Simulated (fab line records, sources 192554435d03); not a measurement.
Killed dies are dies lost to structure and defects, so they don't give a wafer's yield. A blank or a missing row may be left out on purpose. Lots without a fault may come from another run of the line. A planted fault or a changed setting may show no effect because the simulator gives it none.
fab line records | flow n5_finfet
record lots=7 wafers=21
route steps=1938 shown BEOL_M15@1809 PASS1_DEP@1831 MIM_BOT@1832 MIM_BOT_ETCH@1866 PASSIVATION@1903
start_h: hours from the record's first day to the start of the lot's first wafer shown | wait_h: hours since the lot's step before | " the same as in the row above | L1.1+2: a row that stands for several wafers | - no value, or no start given | * or withheld: withheld | < > ~ a bound
route shown NAME@n: a module of which the file shows steps, and the number in the route of the first | usual: mean/standard deviation of fault-free wafers | same: alike in all rows | chamber/n: place in a boat | sites: the reading at each site | _std_site: their standard deviation | _edge_site: outer sites' mean less inner sites' | radius_mm: how far each site lies from the wafer's centre | mask NAME#n: copy n | behind: the tool/chamber that last shaped the wafer | hold: why the lot was held/for how many hours/how that ended | device: the transistor (n, p or np) that didn't switch | end of line: the same wafers' tests at the end of the route | a step without rows: its recipe alone | killed: dies lost to structure and defects at the first sort, not the wafer's yield | map: a wafer's dies, x killed, . not, _ none there
set.NAME: the setting as run; set.NAME@STEP: as run at that earlier step | model.NAME: the simulator's own value behind a step, which no gauge read
lots whose settings were changed on purpose; a table a step, a row a wafer
## steps
# step N5_BEOL_M15_TRENCH_ETCH_34
# recipe chemistry=C4F8/O2/Ar target=SiO2 target_depth_a=8729.3 he_inner_torr=15 he_outer_torr=30 time_s=199 ion_energy_ev=800 pressure_mtorr=20 source_w=1905 bias_w=2040 Ar_flow_sccm=400 C4F8_flow_sccm=16 O2_flow_sccm=12
# usual rf_vpp_V=2227/14
# columns lot.wafer tool chamber start_h wait_h set.bias_w set.time_s@BEOL_M15_ETCH_61 rf_vpp_V model.etch.depth_nm model.coat_of_BEOL_M15_COAT_22.thk_nm
L075.2 rie_diel-03 2 265.85 0.0 2223 74.07 2346 905.2 529.4
L075.3 " 1 " " 2223 74.07 2361 889.9 534
L075.5 " 1 " " 2040 67.9 2226 875.4 540.2
L077.1 rie_diel-02 2 266.24 0.0 2175 67.9 2305 890 541
L077.2 " 0 " " 2175 67.9 2326 878.1 545.8
L077.3 " 1 " " 2040 60.75 2221 872.8 551.4
L081.3 rie_diel-03 2 297.03 0.0 2040 56.85 2210 873.6 555
L081.5 " 0 " " 2247 56.85 2396 883.7 552
L081.6 " 1 " " 2247 67.9 2380 886.1 541.4
L085.1 rie_diel-01 2 316.45 0.0 2217 61.24 2350 907.8 534.8
L085.3 " 1 " " 2040 61.24 2235 879.5 544.6
L085.4 " 2 " " 2040 67.9 2219 888.9 533.2
L090.2 rie_diel-02 2 353.92 0.0 2040 67.9 2205 876.4 540.4
L090.4 " 1 " " 2040 67.9 2220 875.9 545.8
L090.6 " 2 " " 2040 67.9 2203 873.6 541.4
L092.1 rie_diel-02 2 367.93 0.0 2040 67.9 2204 875.9 540.8
L092.4 " 0 " " 2040 56.22 2223 873.8 557.6
L092.6 " 2 " " 2040 56.22 2203 874.7 554
L097.1 rie_diel-01 1 398.16 0.0 2200 67.9 2353 895.2 536.2
L097.2 " 3 " " 2200 67.9 2378 892.1 540.8
L097.3 " 0 " " 2040 67.9 2229 878.4 543.4
# step N5_BEOL_M15_SPUTTER_44
# recipe material=Ta target_thk_a=150 temp_c=50 bias_v=80 power_w=15000 chamber_pressure_pa=0.07 time_s=24.19
# columns lot.wafer tool chamber start_h wait_h set.power_w model.Ta_of_BEOL_M15_SPUTTER_44.thk_nm
L075.2+3 pvd_sputter-01 - 267.35 0.0 15000 15
L075.5 " - " " 15940 15.6
L077.1 pvd_sputter-01 - 268.45 0.0 15000 15.2
L077.2 " - " " 15000 15
L077.3 " - " " 12580 12.8
L081.3 pvd_sputter-03 - 300.72 0.0 14070 13.6
L081.5+6 " - " " 14070 13.8
L085.1 pvd_sputter-03 - 318.38 0.0 15000 14.6
L085.3+4 " - " " 15000 14.8
L090.2+4+6 pvd_sputter-02 - 356.27 0.0 15000 15.2
L092.1 pvd_sputter-02 - 374.81 0.0 13750 13.8
L092.4+6 " - " " 15000 14.8
L097.1 pvd_sputter-03 - 399.32 0.0 13990 13.8
L097.2 " - " " 15000 15
L097.3 " - " " 15000 14.8
# step N5_BEOL_M15_SPUTTER_45
# recipe material=Cu target_thk_a=1000 temp_c=-20 bias_v=60 power_w=26000 chamber_pressure_pa=0.13 time_s=16.67
# step N5_BEOL_M15_ECD_47
# recipe material=Cu target_thk_a=18600
# step N5_BEOL_M15_ANNEAL_48
# recipe temp_c=225 time_s=90 ambient=N2
# step N5_BEOL_M15_CMP_49
# recipe stop_on=SiO2 t_overpolish_s=4.9 down_force_psi=2 platen_rpm=80 clearing_platen_down_force_psi=2 clearing_platen_rpm=80 post_cmp_clean=cu_alkaline target_thk_nm=850 clearing_platen_pad_velocity_m_s=1.5917 pad_velocity_m_s=1.5917
# columns lot.wafer tool chamber start_h wait_h set.bias_w@BEOL_M15_TRENCH_ETCH_34 model.Cu_of_BEOL_M15_ECD_47.thk_nm
L075.2 cmp-04 0 268.17 0.3 2223 881.2
L075.3 " 1 " " 2223 867.6
L075.5 " 1 " " 2040 851.2
L077.3 cmp-03 1 269.19 0.2 2040 852.6
L077.1 " 2 " " 2175 867.2
L077.2 " 3 " " 2175 855.4
L081.3 cmp-04 3 301.58 0.3 2040 849.8
L081.5 " 0 " " 2247 860.4
L081.6 " 1 " " 2247 863.8
L085.3 cmp-03 3 319.59 0.2 2040 856.4
L085.4 " 0 " " 2040 865.8
L085.1 " 2 " " 2217 885
L090.4 cmp-02 3 357.01 0.1 2040 853.4
L090.2 " 2 " " 2040 855.2
L090.6 " 0 " " 2040 851.2
L092.1 cmp-04 0 375.59 0.3 2040 855
L092.4 " 1 " " 2040 851
L092.6 " 0 " " 2040 850.6
L097.3 cmp-03 0 400.06 0.2 2040 854.2
L097.1 " 1 " " 2200 872.2
L097.2 " 2 " " 2200 869.6
# step N5_BEOL_M15_PRE_CLEAN_52
# recipe gas=NH3 time_s=15 temp_c=withheld rf_power_w=300
# step N5_BEOL_M15_DEP_53
# recipe material=SiCN target_thk_a=500 temp_c=withheld precursor=3MS/NH3 pressure_torr=3 rf_w=675 time_s=17.8
# step N5_BEOL_M15_RS_MEAS_54
# recipe thk_meas_gauge=four-point-probe reads=Cu_of_BEOL_M15_ECD_47+Ta_of_BEOL_M15_SPUTTER_44+TaN_of_BEOL_M15_SPUTTER_43
# usual M15_RS=0.02155/0.00024
# columns lot.wafer tool chamber start_h wait_h set.bias_w@BEOL_M15_TRENCH_ETCH_34 M15_RS[ohm/sq]
L075.2 film_metro-02 - 268.60 0.1 2223 0.02075
L075.3 " - " " 2223 0.02113
L075.5 " - " " 2040 0.02152
L077.1 film_metro-01 - 269.61 0.0 2175 0.02113
L077.2 " - " " 2175 0.02144
L077.3 " - " " 2040 0.02156
L081.3 film_metro-02 - 301.89 0.1 2040 0.02159
L081.5 " - " " 2247 0.02132
L081.6 " - " " 2247 0.02124
L085.1 film_metro-01 - 320.01 0.0 2217 0.0207
L085.3 " - " " 2040 0.02143
L085.4 " - " " 2040 0.02115
L090.2 film_metro-02 - 357.43 0.1 2040 0.02149
L090.4 " - " " 2040 0.02148
L090.6 " - " " 2040 0.02155
L092.1 film_metro-01 - 375.97 0.0 2040 0.02147
L092.4 " - " " 2040 0.02152
L092.6 " - " " 2040 0.02153
L097.1 film_metro-01 - 400.48 0.0 2200 0.02098
L097.2 " - " " 2200 0.02106
L097.3 " - " " 2040 0.02143
# step N5_PASSIVATION_PECVD_00
# recipe material=SiO2 target_thk_a=2000 temp_c=400 precursor=SiH4/N2O pressure_torr=2.7 rf_w=608 time_s=11.2
# columns lot.wafer tool chamber start_h wait_h set.time_s model.SiO2_of_PASSIVATION_PECVD_00.thk_nm
L075.2 pecvd-03 0 269.61 0.7 10.39 184.4
L075.3 " 1 " " 10.39 185.4
L075.5 " 1 " " 10.39 188.6
L077.1 pecvd-04 0 270.63 0.8 11.2 197.6
L077.2 " 2 " " 10.32 180.6
L077.3 " 1 " " 10.32 182.2
L081.3 pecvd-02 1 302.90 0.5 11.2 199.6
L081.5 " 1 " " 10.19 185.8
L081.6 " 2 " " 11.2 204.4
L085.1 pecvd-02 0 321.02 0.8 11.2 200.2
L085.3 " 1 " " 11.2 200
L085.4 " 0 " " 11.2 201.8
L090.2 pecvd-04 1 359.07 0.7 11.2 206.6
L090.4 " 1 " " 11.2 205
L090.6 " 2 " " 11.2 206
L092.1 pecvd-04 2 377.00 0.8 11.98 211
L092.4 " 0 " " 11.98 214.2
L092.6 " 2 " " 11.2 200.6
L097.1 pecvd-03 0 401.70 0.8 12.83 227.2
L097.2 " 2 " " 11.2 199
L097.3 " 2 " " 12.83 230.2
# step N5_MIM_BOT_DEGAS_01
# recipe ambient=vacuum temp_c=300 time_s=60
# step N5_MIM_BOT_SPUTTER_00
# recipe material=TiN target_thk_a=350 temp_c=200 power_w=3000 chamber_pressure_pa=0.49996 gas=Ar reactive_partial_pa=0.37997 time_s=89.7
# step N5_MIM_BOT_ETCH_ETCH_04
# recipe chemistry=CF4/O2 target=SiNx target_depth_a=260 time_s=13 ion_energy_ev=100 pressure_mtorr=40 source_w=535 bias_w=49 Ar_flow_sccm=100 cf4_flow_sccm=100 O2_flow_sccm=10
# step N5_MIM_BOT_ETCH_ETCH_03
# recipe chemistry=Cl2/BCl3 target_depth_a=120 pressure_mtorr=8 icp_w=800 bias_w=100 Cl2_flow_sccm=20 bcl3_flow_sccm=80
# step N5_MIM_BOT_ETCH_ETCH_00
# recipe chemistry=Cl2/BCl3 target=TiN target_depth_a=455 ion_energy_ev=150 pressure_mtorr=10 icp_w=1000 bias_w=126 Cl2_flow_sccm=53.25 bcl3_flow_sccm=21.75 Ar_flow_sccm=25
# columns lot.wafer tool chamber start_h wait_h set.time_s@PASSIVATION_PECVD_00 model.SiO2_of_PASSIVATION_PECVD_00.thk_nm
L075.2 rie_metal-01 0 275.94 0.1 10.39 181.8
L075.3 " 0 " " 10.39 182.8
L075.5 " 1 " " 10.39 186
L077.1 rie_metal-03 1 276.25 0.1 11.2 195
L077.2 " 0 " " 10.32 178.2
L077.3 " 1 " " 10.32 179.6
L081.3 rie_metal-01 0 306.18 0.1 11.2 197
L081.5 " 1 " " 10.19 183.4
L081.6 " 0 " " 11.2 201.8
L085.1 rie_metal-02 1 325.99 0.1 11.2 197.8
L085.3 " 0 " " 11.2 197.4
L085.4 " 1 " " 11.2 199.4
L090.2 rie_metal-02 0 362.88 0.2 11.2 204
L090.4 " 0 " " 11.2 202.4
L090.6 " 0 " " 11.2 203.4
L092.1 rie_metal-03 1 381.36 0.1 11.98 208.4
L092.4 " 1 " " 11.98 211.6
L092.6 " 0 " " 11.2 198
L097.1 rie_metal-01 0 407.21 0.1 12.83 224.6
L097.2 " 0 " " 11.2 196.4
L097.3 " 0 " " 12.83 227.6
# step N5_PASSIVATION_DEVELOP_29
# recipe develop_time_s=60 rinse_liquid=diw dry=air_spin dev_temp_c=21
# columns lot.wafer tool chamber start_h wait_h set.develop_time_s
L075.2+3+5 litho_track-02 0 - - 60
L077.1 litho_track-01 0 - - 49.1
L077.2+3 " 0 " " 60
L081.3 litho_track-04 0 - - 69.68
L081.5+6 " 0 " " 60
L085.1+4 litho_track-04 0 - - 60
L085.3 " 0 " " 53.53
L090.2+4+6 litho_track-01 0 - - 60
L092.1+4 litho_track-04 0 - - 67.89
L092.6 " 0 " " 60
L097.1+3 litho_track-01 0 - - 48.59
L097.2 " 0 " " 60
# step N5_PASSIVATION_PECVD_53
# recipe material=SiO2 target_thk_a=8000 temp_c=400 precursor=TEOS/O2 pressure_torr=6.5 rf_w=withheld teos_flow_sccm=withheld gas=O2 flow_sccm=2650 time_s=169.4
# columns lot.wafer tool chamber start_h wait_h set.temp_c model.SiO2_of_PASSIVATION_PECVD_53.thk_nm
L075.2 pecvd-04 1 280.94 0.0 400 799.6
L075.3 " 0 " " 386 867.8
L075.5 " 0 " " 386 891.6
L077.1 pecvd-04 1 281.24 0.1 386.2 881.8
L077.2 " 2 " " 400 804.4
L077.3 " 0 " " 400 802.2
L081.3 pecvd-01 1 310.50 0.0 400 797.8
L081.5 " 1 " " 400 799.4
L081.6 " 0 " " 400 798
L085.1 pecvd-01 2 333.46 0.0 400 787.4
L085.3 " 0 " " 400 768
L085.4 " 0 " " 400 788.8
L090.2 pecvd-02 0 367.85 0.0 400 792
L090.4 " 0 " " 400 815.6
L090.6 " 2 " " 400 807.2
L092.1 pecvd-04 2 387.49 0.0 400 805.8
L092.4 " 0 " " 411.5 740.4
L092.6 " 2 " " 400 810
L097.1 pecvd-04 1 412.04 0.0 400 814.2
L097.2 " 2 " " 388.3 867.2
L097.3 " 0 " " 388.3 859.8
# step N5_PASSIVATION_ETCH_54
# recipe chemistry=CHF3/O2 target=SiO2 target_depth_a=8800 CHF3_flow_sccm=50 O2_flow_sccm=5 Ar_flow_sccm=200 time_s=440 mask_material=PR pressure_mtorr=30 source_w=650 bias_w=170 ion_energy_ev=200
# columns lot.wafer tool chamber start_h wait_h set.time_s model.PASSIVATION.feature_depth_nm model.etch.depth_nm
L075.2 rie_diel-04 2 282.05 0.1 440 884 884.1
L075.3 " 3 " " 495.1 1010 1010
L075.5 " 2 " " 440 888.8 888.8
L077.1 rie_diel-06 1 282.34 0.1 440 884.2 884.2
L077.2 " 2 " " 348.2 694.4 694.4
L077.3 " 3 " " 440 896 896
L081.3 rie_diel-05 2 311.52 0.1 440 880 880
L081.5 " 0 " " 440 882.6 882.5
L081.6 " 1 " " 440 868 868
L085.1 rie_diel-06 2 334.48 0.1 440 871.2 871.3
L085.3 " 1 " " 475.4 935.2 935.2
L085.4 " 0 " " 475.4 931.6 931.7
L090.2 rie_diel-04 1 368.95 0.1 440 873.8 873.9
L090.4 " 2 " " 440 886.6 886.6
L090.6 " 1 " " 440 877.8 877.8
L092.1 rie_diel-06 0 388.38 0.1 440 864.8 864.8
L092.4 " 2 " " 440 874 874
L092.6 " 0 " " 440 874.8 874.8
L097.1 rie_diel-06 2 413.25 0.1 440 864.2 864.2
L097.2 " 0 " " 440 861 861
L097.3 " 3 " " 366.8 742.8 742.9
## key
split step=N5_BEOL_M15_TRENCH_ETCH_34 setting=bias_w stated=2040 by=wafer
response step=N5_BEOL_M15_TRENCH_ETCH_34 reading=rf_vpp_V change=+15.7 per=1% r=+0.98
response step=N5_BEOL_M15_TRENCH_ETCH_34 reading=model.etch.depth_nm change=+1.96 per=1% r=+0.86
response step=N5_BEOL_M15_CMP_49 reading=model.Cu_of_BEOL_M15_ECD_47.thk_nm change=+2 per=1% r=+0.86
response step=N5_BEOL_M15_RS_MEAS_54 reading=M15_RS change=-5.09e-05 per=1% r=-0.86
split step=N5_BEOL_M15_SPUTTER_44 setting=power_w stated=15000 by=wafer
response step=N5_BEOL_M15_SPUTTER_44 reading=model.Ta_of_BEOL_M15_SPUTTER_44.thk_nm change=+0.137 per=1% r=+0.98
split step=N5_PASSIVATION_PECVD_00 setting=time_s stated=11.2 by=wafer
response step=N5_PASSIVATION_PECVD_00 reading=model.SiO2_of_PASSIVATION_PECVD_00.thk_nm change=+1.96 per=1% r=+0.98
response step=N5_MIM_BOT_ETCH_ETCH_00 reading=model.SiO2_of_PASSIVATION_PECVD_00.thk_nm change=+1.95 per=1% r=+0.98
split step=N5_PASSIVATION_DEVELOP_29 setting=develop_time_s stated=60 by=wafer
response none in this file
split step=N5_PASSIVATION_PECVD_53 setting=temp_c stated=400 by=wafer
response step=N5_PASSIVATION_PECVD_53 reading=model.SiO2_of_PASSIVATION_PECVD_53.thk_nm change=-21.7 per=1% r=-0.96
split step=N5_PASSIVATION_ETCH_54 setting=time_s stated=440 by=wafer
response step=N5_PASSIVATION_ETCH_54 reading=model.PASSIVATION.feature_depth_nm change=+8.7 per=1% r=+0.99
response step=N5_PASSIVATION_ETCH_54 reading=model.etch.depth_nm change=+8.7 per=1% r=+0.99
split outside_this_file step=N5_BEOL_M15_ETCH_61 setting=time_s
# split outside_this_file: this setting was split too, and the file shows its column; the key of that split is in another file
